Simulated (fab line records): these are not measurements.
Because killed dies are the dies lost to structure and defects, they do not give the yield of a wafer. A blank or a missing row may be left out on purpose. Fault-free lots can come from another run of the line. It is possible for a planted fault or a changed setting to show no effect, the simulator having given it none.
Which tool was responsible?	flow nand harc	72 wafers from 24 lots sampled at 6 of the route's 1159 steps

## WHAT EACH GAUGE READ, for each wafer
NHARC_A_SGD_CUT_CD_MEAS_09: target cd 100 nm. Usual: cd nm reads 100.0 nm (standard deviation 0.56).
lot	measured	on	cd nm (nm)	flag
L076	day 13 23:57	cd sem-02	99.4 99.6 99.5	
L074	day 14 05:41	cd sem-03	98.6 99.3 99.0	
L075	day 14 00:10	cd sem-02	100.0 99.7 100.1	
L077	day 14 21:02	cd sem-02	100.1 99.8 99.8	
L078	day 15 02:08	cd sem-02	99.7 99.7 100.3	
L080	day 15 00:41	cd sem-03	100.4 99.3 100.4	
L079	day 15 01:27	cd sem-02	99.4 99.7 99.6	
L081	day 15 13:38	cd sem-03	99.5 99.1 98.9	
L082	day 16 03:11	cd sem-02	100.3 100.7 100.7	
L083	day 16 02:46	cd sem-02	99.8 100.1 99.8	
L084	day 16 03:31	cd sem-03	99.0 100.5 99.4	
L088	day 16 23:26	cd sem-02	100.7 100.5 100.2	
L085	day 16 23:43	cd sem-03	100.1 100.7 101.0	
L086	day 17 10:09	cd sem-03	99.9 100.5 99.5	
L089	day 17 21:57	cd sem-01	99.6 99.3 99.4	
L090	day 17 20:46	cd sem-01	100.8 100.7 100.4	
L087	day 17 20:29	cd sem-02	99.9 100.3 100.2	
L091	day 17 22:23	cd sem-01	100.6 100.3 101.1	
L092	day 18 13:22	cd sem-03	100.0 99.1 99.1	
L093	day 18 14:57	cd sem-03	100.3 99.8 99.7	
L095	day 18 13:47	cd sem-01	99.9 100.1 100.3	
L094	day 18 13:32	cd sem-03	101.3 99.7 99.7	
L096	day 19 11:37	cd sem-01	100.4 100.9 99.8	
L097	day 19 22:31	cd sem-03	100.5 100.3 101.7	

## TOOL THAT RAN EACH LOT (tool first, then ch and the chambers of the sampled wafers, then the start)
lot	NHARC_A_STAIRCASE_ETCH_236	NHARC_A_STAIRCASE_DESCUM_291	NHARC_A_STAIRCASE_HM_OPEN_463	NHARC_A_STAIRCASE_ETCH_444	NHARC_A_STAIRCASE_CMP_450
L076	rie diel-02 ch 0,1,3, day 11 17:46 or earlier	rie diel-02 ch 1,3, day 11 17:46	rie diel-02 ch 2,3, day 13 18:14 or earlier	rie diel-11 ch 0,2,3, day 13 18:14	cmp-03 ch 1,2,3, day 13 21:19
L074	rie diel-03 ch 1,2,3, day 11 18:20 or earlier	rie diel-02 ch 1,3, day 11 18:20	rie diel-03 ch 2,3, day 14 00:31 or earlier	rie diel-11 ch 0,1,3, day 14 00:31	cmp-02 ch 1,2,3, day 14 03:05
L075	rie diel-02 ch 0,1,2, day 11 18:43 or earlier	rie diel-11 ch 0,1,2, day 11 18:43	rie diel-11 ch 0,2,3, day 13 18:52 or earlier	rie diel-03 ch 0,3, day 13 18:52	cmp-02 ch 1,2,3, day 13 21:42
L077	rie diel-11 ch 2,3, day 12 13:10 or earlier	rie diel-11 ch 0,3, day 12 13:10	rie diel-11 ch 0,2,3, day 14 14:54 or earlier	rie diel-02 ch 1,2, day 14 14:54	cmp-01 ch 0,1, day 14 17:47
L078	rie diel-03 ch 0,3, day 12 13:00 or earlier	rie diel-02 ch 1,2,3, day 12 13:00	rie diel-02 ch 0,1,3, day 14 20:39 or earlier	rie diel-03 ch 0,1,3, day 14 20:39	cmp-02 ch 0,2,3, day 14 23:31
L080	rie diel-02 ch 0,1,3, day 12 17:56 or earlier	rie diel-03 ch 0,2,3, day 12 17:56	rie diel-02 ch 0,3, day 14 19:13 or earlier	rie diel-03 ch 0,1, day 14 19:13	cmp-03 ch 1,2, day 14 22:02
L079	rie diel-03 ch 2,3, day 12 19:59 or earlier	rie diel-03 ch 1,2,3, day 12 19:59	rie diel-11 ch 1,2,3, day 14 19:38 or earlier	rie diel-11 ch 0,1,3, day 14 19:38	cmp-01 ch 0,1,3, day 14 22:30
L081	rie diel-11 ch 0,2,3, day 13 02:58 or earlier	rie diel-02 ch 0,2, day 13 02:58	rie diel-02 ch 1,3, day 15 07:58 or earlier	rie diel-11 ch 0,1, day 15 07:58	cmp-02 ch 0,2,3, day 15 11:04
L082	rie diel-02 ch 1,2,3, day 13 15:15 or earlier	rie diel-11 ch 0,1,3, day 13 15:15	rie diel-02 ch 0,1,2, day 15 21:26 or earlier	rie diel-11 ch 1,2,3, day 15 21:26	cmp-02 ch 0,2,3, day 16 00:28
L083	rie diel-11 ch 0,1,3, day 13 16:26 or earlier	rie diel-02 ch 1,3, day 13 16:26	rie diel-11 ch 1,2,3, day 15 21:02 or earlier	rie diel-02 ch 1,3, day 15 21:02	cmp-03 ch 1,2,3, day 16 00:07
L084	rie diel-11 ch 2,3, day 14 00:08 or earlier	rie diel-03 ch 0,1,2, day 14 00:08	rie diel-02 ch 2,3, day 15 21:38 or earlier	rie diel-03 ch 0,2, day 15 21:38	cmp-03 ch 0,2,3, day 16 00:42
L088	rie diel-03 ch 0,3, day 14 18:28 or earlier	rie diel-11 ch 0,2,3, day 14 18:28	rie diel-02 ch 1,2,3, day 16 18:28 or earlier	rie diel-11 ch 0,1,2, day 16 18:28	cmp-03 ch 2,3, day 16 20:49
L085	rie diel-03 ch 0,1,2, day 14 23:13 or earlier	rie diel-11 ch 0,1,3, day 14 23:13	rie diel-02 ch 0,1,2, day 16 18:04 or earlier	rie diel-02 ch 0,2,3, day 16 18:04	cmp-01 ch 0,1,2, day 16 21:08
L086	rie diel-11 ch 1,3, day 15 06:04 or earlier	rie diel-02 ch 0,1,2, day 15 06:04	rie diel-03 ch 1,2, day 17 04:34 or earlier	rie diel-11 ch 1,2, day 17 04:34	cmp-01 ch 0,2, day 17 07:41
L089	rie diel-11 ch 0,1,2, day 15 14:57 or earlier	rie diel-02 ch 0,2,3, day 15 14:57	rie diel-02 ch 0,1, day 17 16:19 or earlier	rie diel-02 ch 0,3, day 17 16:19	cmp-02 ch 0,3, day 17 19:23
L090	rie diel-03 ch 0,2,3, day 15 14:46 or earlier	rie diel-02 ch 0,2,3, day 15 14:46	rie diel-03 ch 1,2,3, day 17 15:03 or earlier	rie diel-11 ch 0,1,3, day 17 15:03	cmp-01 ch 1,2,3, day 17 18:06
L087	rie diel-03 ch 0,1,3, day 15 16:23 or earlier	rie diel-03 ch 1,2,3, day 15 16:23	rie diel-11 ch 0,2,3, day 17 15:01 or earlier	rie diel-02 ch 1,2,3, day 17 15:01	cmp-02 ch 0,1,2, day 17 17:49
L091	rie diel-02 ch 1,3, day 15 18:07 or earlier	rie diel-03 ch 0,3, day 15 18:07	rie diel-11 ch 1,3, day 17 16:59 or earlier	rie diel-11 ch 0,1, day 17 16:59	cmp-03 ch 0,1,2, day 17 19:49
L092	rie diel-02 ch 0,1,3, day 16 03:23 or earlier	rie diel-11 ch 0,1,2, day 16 03:23	rie diel-02 ch 0,1,2, day 18 08:01 or earlier	rie diel-03 ch 0,1,2, day 18 08:01	cmp-03 ch 0,1,2, day 18 10:52
L093	rie diel-11 ch 2,3, day 16 04:46 or earlier	rie diel-02 ch 1,2, day 16 04:46	rie diel-03 ch 1,2,3, day 18 09:29 or earlier	rie diel-03 ch 1,2, day 18 09:29	cmp-02 ch 1,2,3, day 18 12:22
L095	rie diel-03 ch 2,3, day 16 09:17 or earlier	rie diel-02 ch 0,1, day 16 09:17	rie diel-02 ch 0,3, day 18 07:53 or earlier	rie diel-02 ch 0,1, day 18 07:53	cmp-02 ch 0,1,3, day 18 11:12
L094	rie diel-02 ch 1,3, day 16 11:28 or earlier	rie diel-03 ch 1,2, day 16 11:28	rie diel-03 ch 1,3, day 18 07:50 or earlier	rie diel-11 ch 1,2, day 18 07:50	cmp-01 ch 2,3, day 18 10:55
L096	rie diel-02 ch 1,2,3, day 17 06:16 or earlier	rie diel-11 ch 0,2,3, day 17 06:16	rie diel-02 ch 0,2,3, day 19 05:53 or earlier	rie diel-11 ch 0,1,3, day 19 05:53	cmp-03 ch 0,1,2, day 19 08:59
L097	rie diel-02 ch 0,2,3, day 17 14:10 or earlier	rie diel-11 ch 1,2,3, day 17 14:10	rie diel-11 ch 0,1,2, day 19 16:52 or earlier	rie diel-02 ch 1,2,3, day 19 16:52	cmp-02 ch 1,2,3, day 19 20:04
- NHARC_A_STAIRCASE_ETCH_236: etches the open film in C4F8/O2, target depth 100 nm, time 40.5 s.
- NHARC_A_STAIRCASE_DESCUM_291: chemistry O2, time 3 s.
- NHARC_A_STAIRCASE_HM_OPEN_463: chemistry O2/COS.
- NHARC_A_STAIRCASE_ETCH_444: etches the open film in C4F8/O2, target depth 10200 nm, time 3400 s.
- NHARC_A_STAIRCASE_CMP_450: polishes SiO2, target thk 200 nm.

## AS READ BY THE TOOLS THEMSELVES (means over the sampled wafers that have a number; for cases with no such wafer, the mark the record gives instead)
NHARC_A_STAIRCASE_ETCH_236. Usual: oes product au 0.944 a.u., standard deviation 0.012; rf vpp V 896 V, standard deviation 5.3.
lot	tool	oes product au (a.u.)	rf vpp V (V)	flag
L076	rie diel-02	0.953	889	
L074	rie diel-03	0.944	896	
L075	rie diel-02	0.954	891	
L077	rie diel-11	0.941	899	
L078	rie diel-03	0.933	893	
L080	rie diel-02	0.948	888	
L079	rie diel-03	0.942	898	
L081	rie diel-11	0.957	900	
L082	rie diel-02	0.941	888	
L083	rie diel-11	0.954	897	
L084	rie diel-11	0.948	899	
L088	rie diel-03	0.937	893	
L085	rie diel-03	0.927	898	
L086	rie diel-11	0.931	897	
L089	rie diel-11	0.939	898	
L090	rie diel-03	0.925	895	
L087	rie diel-03	0.947	894	
L091	rie diel-02	0.941	907	
L092	rie diel-02	0.943	901	
L093	rie diel-11	0.943	898	
L095	rie diel-03	0.938	897	
L094	rie diel-02	0.942	906	
L096	rie diel-02	0.961	901	
L097	rie diel-02	0.953	896	

NHARC_A_STAIRCASE_DESCUM_291. Usual: drypump motor current A 5.8 A, standard deviation 0.39; oes product au 1.002 a.u., standard deviation 0.0093; rf vpp V 57.8 V, standard deviation 0.94; showerhead plenum p Torr 1.91 Torr, standard deviation 0.085; throttle valve pct 11.311 %, standard deviation 0.01.
lot	tool	drypump motor current A (A)	oes product au (a.u.)	rf vpp V (V)	showerhead plenum p Torr (Torr)	throttle valve pct (%)	flag
L076	rie diel-02	6.0	1.003	56.4	1.77	11.304	
L074	rie diel-02	5.5	1.003	57.2	1.77	11.306	
L075	rie diel-11	5.8	1.001	57.7	1.96	11.314	
L077	rie diel-11	5.7	0.989	58.5	1.94	11.306	
L078	rie diel-02	5.7	1.014	57.1	1.80	11.322	
L080	rie diel-03	5.8	0.995	58.4	1.91	11.314	
L079	rie diel-03	5.7	0.991	57.8	1.92	11.307	
L081	rie diel-02	5.8	0.996	57.0	1.86	11.309	
L082	rie diel-11	5.8	0.994	58.2	1.93	11.305	
L083	rie diel-02	5.5	1.008	56.6	1.76	11.307	
L084	rie diel-03	5.8	1.007	57.1	1.94	11.312	
L088	rie diel-11	5.7	1.007	57.5	1.95	11.307	
L085	rie diel-11	5.8	0.999	58.7	1.93	11.318	
L086	rie diel-02	5.7	1.005	57.3	1.93	11.309	
L089	rie diel-02	6.1	0.997	58.0	1.92	11.313	
L090	rie diel-02	6.1	1.004	57.4	1.93	11.318	
L087	rie diel-03	5.7	1.000	58.4	1.91	11.312	
L091	rie diel-03	5.8	0.999	57.8	1.85	11.306	
L092	rie diel-11	5.8	1.001	57.9	1.95	11.311	
L093	rie diel-02	5.3	1.003	58.5	2.00	11.304	
L095	rie diel-02	5.9	0.997	57.4	1.92	11.314	
L094	rie diel-03	5.7	0.997	57.3	1.94	11.310	
L096	rie diel-11	5.7	0.997	58.2	1.95	11.312	
L097	rie diel-11	5.5	1.004	58.7	1.95	11.317	

NHARC_A_STAIRCASE_HM_OPEN_463. Usual: drypump motor current A 5.8 A, standard deviation 0.43; oes product au 1.003 a.u., standard deviation 0.01; rf vpp V 467 V, standard deviation 3.1; showerhead plenum p Torr 3.12 Torr, standard deviation 0.14; throttle valve pct 28.331 %, standard deviation 0.0086.
lot	tool	drypump motor current A (A)	oes product au (a.u.)	rf vpp V (V)	showerhead plenum p Torr (Torr)	throttle valve pct (%)	flag
L076	rie diel-02	6.2	1.010	463	2.95	28.340	
L074	rie diel-03	5.8	0.998	467	3.17	28.335	
L075	rie diel-11	5.7	0.996	469	3.20	28.330	
L077	rie diel-11	5.7	1.007	469	3.19	28.330	
L078	rie diel-02	6.0	1.009	464	2.94	28.330	
L080	rie diel-02	6.3	0.989	464	2.99	28.333	
L079	rie diel-11	5.6	1.003	468	3.19	28.328	
L081	rie diel-02	6.0	1.011	462	2.89	28.328	
L082	rie diel-02	5.7	1.012	464	2.99	28.322	
L083	rie diel-11	5.6	1.003	469	3.19	28.334	
L084	rie diel-02	6.0	1.002	465	2.99	28.334	
L088	rie diel-02	5.8	1.008	470	3.26	28.340	
L085	rie diel-02	5.7	1.011	468	3.14	28.330	
L086	rie diel-03	5.7	1.007	468	3.16	28.331	
L089	rie diel-02	5.9	1.010	468	3.14	28.344	
L090	rie diel-03	5.7	1.003	467	3.11	28.333	
L087	rie diel-11	5.7	0.997	467	3.18	28.327	
L091	rie diel-11	5.8	1.003	467	3.14	28.317	
L092	rie diel-02	5.7	1.006	468	3.14	28.334	
L093	rie diel-03	5.7	1.000	468	3.11	28.334	
L095	rie diel-02	6.4	0.995	470	3.25	28.321	
L094	rie diel-03	5.7	0.989	465	3.03	28.326	
L096	rie diel-02	6.2	1.002	468	3.13	28.327	
L097	rie diel-11	5.8	1.003	468	3.16	28.341	

NHARC_A_STAIRCASE_ETCH_444. Usual: oes product au 0.936 a.u., standard deviation 0.019; rf vpp V 808 V, standard deviation 4.2.
lot	tool	oes product au (a.u.)	rf vpp V (V)	flag
L076	rie diel-11	0.927	809	
L074	rie diel-11	0.920	808	
L075	rie diel-03	0.924	806	
L077	rie diel-02	0.930	802	
L078	rie diel-03	0.925	806	
L080	rie diel-03	0.932	807	
L079	rie diel-11	0.916	809	
L081	rie diel-11	0.923	808	
L082	rie diel-11	0.928	809	
L083	rie diel-02	0.980	815	
L084	rie diel-03	0.925	809	
L088	rie diel-11	0.969	809	
L085	rie diel-02	0.927	808	
L086	rie diel-11	0.982	810	
L089	rie diel-02	0.928	810	
L090	rie diel-11	0.946	808	
L087	rie diel-02	0.925	812	
L091	rie diel-11	0.950	807	
L092	rie diel-03	0.950	808	
L093	rie diel-03	0.966	809	
L095	rie diel-02	0.925	807	
L094	rie diel-11	0.928	810	
L096	rie diel-11	0.932	807	
L097	rie diel-02	0.931	812	

NHARC_A_STAIRCASE_CMP_450. Usual: motor current A 12.0 A, standard deviation 1; slurry filter dp kPa 13.51 kPa, standard deviation 0.12.
lot	tool	motor current A (A)	slurry filter dp kPa (kPa)	flag
L076	cmp-03	11.8	13.52	
L074	cmp-02	12.5	13.58	
L075	cmp-02	12.4	13.37	
L077	cmp-01	12.1	13.46	
L078	cmp-02	11.9	13.58	
L080	cmp-03	12.7	13.57	
L079	cmp-01	12.4	13.56	
L081	cmp-02	11.4	13.46	
L082	cmp-02	11.4	13.60	
L083	cmp-03	12.1	13.44	
L084	cmp-03	11.9	13.54	
L088	cmp-03	11.8	13.57	
L085	cmp-01	12.0	13.68	
L086	cmp-01	10.9	13.41	
L089	cmp-02	11.9	13.61	
L090	cmp-01	11.9	13.62	
L087	cmp-02	11.5	13.46	
L091	cmp-03	12.3	13.47	
L092	cmp-03	11.8	13.61	
L093	cmp-02	12.7	13.46	
L095	cmp-02	11.9	13.45	
L094	cmp-01	11.4	13.47	
L096	cmp-03	12.2	13.47	
L097	cmp-02	12.4	13.46	

## THE ANSWER, worked out from the rows above alone
Rule: lot off if the mean of its wafers having a number is beyond 3 standard deviations from the usual mean. Also off: a lot with no number at a reading for which 4 or more lots have one. The other lots that the step has rows for count as sound. After the gauges, taken in route order, come the tools' own readings; for these a lot's mean is taken, as printed above. At the first step where some lot is off, the reading lying furthest off is the one used; lots without a number count as furthest.
Across all readings shown, no lot is off: no conclusion can be drawn from this.

## WHAT THE SIMULATOR HAD PUT IN
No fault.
